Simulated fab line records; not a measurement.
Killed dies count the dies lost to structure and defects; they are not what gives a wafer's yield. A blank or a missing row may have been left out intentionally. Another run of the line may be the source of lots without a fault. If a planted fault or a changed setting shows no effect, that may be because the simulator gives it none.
Lot-split experiment / flow n5Finfet / 21 wafers read from 7 lots, route of 1938 steps

SPLIT DETAILS
At N5_SD_EPI_N_EXPOSE_06 (exposes mask SD N BLK, target cd 120 nm), the setting doseMj was moved away from the recipe's 39.75 on 8 of the 21 wafers read, by -6.4% to +6.6%. For the rest of the wafers, this setting stayed at what the recipe calls for.

FROM THE SPLIT TO THE READING: what the file shows between them, 2 steps
- N5_SD_EPI_N_PEB_07: peb time 60 s
- N5_SD_EPI_N_DEVELOP_08: develop time 30 s

THE READING
cdNm (nm) at N5_SD_EPI_N_CD_MEAS_09, where the cd target is 120 nm. On this fab line, fault-free wafers typically give 119.7 nm with a standard deviation of 0.52 nm.

wafer=L078.2; tool, chamber at the split=arfiScanner-02, 0; doseMj as run=39.75; against the recipe=recipe; cdNm, nm=118.9; against lot-mates on the recipe=-
wafer=L078.3; tool, chamber at the split=arfiScanner-02, 0; doseMj as run=41.36; against the recipe=+4.1%; cdNm, nm=122.2; against lot-mates on the recipe=+3.4
wafer=L078.5; tool, chamber at the split=arfiScanner-02, 0; doseMj as run=39.75; against the recipe=recipe; cdNm, nm=118.7; against lot-mates on the recipe=-
wafer=L081.1; tool, chamber at the split=arfiScanner-03, 0; doseMj as run=42.37; against the recipe=+6.6%; cdNm, nm=123.6; against lot-mates on the recipe=+4.8
wafer=L081.2; tool, chamber at the split=arfiScanner-03, 0; doseMj as run=39.75; against the recipe=recipe; cdNm, nm=118.9; against lot-mates on the recipe=-
wafer=L081.4; tool, chamber at the split=arfiScanner-03, 0; doseMj as run=39.75; against the recipe=recipe; cdNm, nm=118.7; against lot-mates on the recipe=-
wafer=L084.1; tool, chamber at the split=arfiScanner-03, 0; doseMj as run=39.75; against the recipe=recipe; cdNm, nm=119.4; against lot-mates on the recipe=-
wafer=L084.3; tool, chamber at the split=arfiScanner-03, 0; doseMj as run=39.75; against the recipe=recipe; cdNm, nm=119.1; against lot-mates on the recipe=-
wafer=L084.6; tool, chamber at the split=arfiScanner-03, 0; doseMj as run=39.75; against the recipe=recipe; cdNm, nm=119.8; against lot-mates on the recipe=-
wafer=L087.1; tool, chamber at the split=arfiScanner-03, 0; doseMj as run=39.75; against the recipe=recipe; cdNm, nm=119.3; against lot-mates on the recipe=-
wafer=L087.3; tool, chamber at the split=arfiScanner-03, 0; doseMj as run=39.75; against the recipe=recipe; cdNm, nm=119.2; against lot-mates on the recipe=-
wafer=L087.4; tool, chamber at the split=arfiScanner-03, 0; doseMj as run=39.75; against the recipe=recipe; cdNm, nm=119.3; against lot-mates on the recipe=-
wafer=L089.1; tool, chamber at the split=arfiScanner-03, 0; doseMj as run=37.21; against the recipe=-6.4%; cdNm, nm=115.5; against lot-mates on the recipe=-4.6
wafer=L089.2; tool, chamber at the split=arfiScanner-03, 0; doseMj as run=37.21; against the recipe=-6.4%; cdNm, nm=115.4; against lot-mates on the recipe=-4.7
wafer=L089.3; tool, chamber at the split=arfiScanner-03, 0; doseMj as run=39.75; against the recipe=recipe; cdNm, nm=120.1; against lot-mates on the recipe=-
wafer=L090.1; tool, chamber at the split=arfiScanner-03, 0; doseMj as run=39.75; against the recipe=recipe; cdNm, nm=120.6; against lot-mates on the recipe=-
wafer=L090.3; tool, chamber at the split=arfiScanner-03, 0; doseMj as run=41.91; against the recipe=+5.4%; cdNm, nm=123.8; against lot-mates on the recipe=+3.6
wafer=L090.5; tool, chamber at the split=arfiScanner-03, 0; doseMj as run=39.75; against the recipe=recipe; cdNm, nm=119.8; against lot-mates on the recipe=-
wafer=L094.3; tool, chamber at the split=arfiScanner-03, 0; doseMj as run=42.21; against the recipe=+6.2%; cdNm, nm=123.4; against lot-mates on the recipe=no lot-mate on the recipe
wafer=L094.5; tool, chamber at the split=arfiScanner-03, 0; doseMj as run=42.21; against the recipe=+6.2%; cdNm, nm=123.9; against lot-mates on the recipe=no lot-mate on the recipe
wafer=L094.6; tool, chamber at the split=arfiScanner-03, 0; doseMj as run=42.21; against the recipe=+6.2%; cdNm, nm=124.4; against lot-mates on the recipe=no lot-mate on the recipe

FIT RESULTS
A straight line over all 21 wafers: cdNm changes by +0.683 nm for each +1% of doseMj; r = +0.98; the points scatter about the line by 0.53 nm.
The same after taking each lot's own level away (the mean of its wafers on the recipe; 18 wafers): +0.727 nm for each +1%; r = +0.99; scatter 0.24 nm.
The reading moves by 4.8 nm for the largest change in doseMj, on that fit.
From 118.80 to 120.20 nm: that is the span of the lots' own levels, equal to 2.7 times the standard deviation above.
Hence the lot-to-lot level has little effect on the slope; both slopes agree.
Check: +4.8 nm against its lot-mates is what the line predicts for one of the wafers moved furthest among these (+6.6%) when that wafer is left out of the fit. Against them it came out at +4.8 nm.

THE WHOLE CHAIN: every reading that the file lists as answering this split, in the file's order
step=N5_SD_EPI_N_CD_MEAS_09; what it does=target cd 120 nm; reading=cdNm; change (the file's fit)=+0.733 nm for each +1% of the setting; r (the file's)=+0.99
step=N5_SD_EPI_N_DESCUM_14; what it does=chemistry O2, time 7.9 s; reading=SD_EPI_N.cdNm (the simulator's own value, which no gauge read); change (the file's fit)=+0.714 nm for each +1% of the setting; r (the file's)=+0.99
step=N5_SD_EPI_N_ETCH_34; what it does=etches SiARC in CF4, target depth 45.5 nm, time 75.8 s; reading=SD_EPI_N.cdNm (the simulator's own value, which no gauge read); change (the file's fit)=+0.723 nm for each +1% of the setting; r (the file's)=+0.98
step=N5_SD_EPI_N_ETCH_35; what it does=etches SOC in N2/H2, overetch 108 nm, time 486 s; reading=SD_EPI_N.cdNm (the simulator's own value, which no gauge read); change (the file's fit)=+0.728 nm for each +1% of the setting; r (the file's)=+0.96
step=N5_SD_EPI_N_ETCHBACK_44; what it does=etches SiNx in CH3F/O2, stops on SiO2, target depth 14.5 nm; reading=SD_EPI_N.cdNm (the simulator's own value, which no gauge read); change (the file's fit)=+0.743 nm for each +1% of the setting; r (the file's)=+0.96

FILE'S OWN FIT
cdNm changes by +0.733 nm for each +1% of doseMj, r = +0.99.
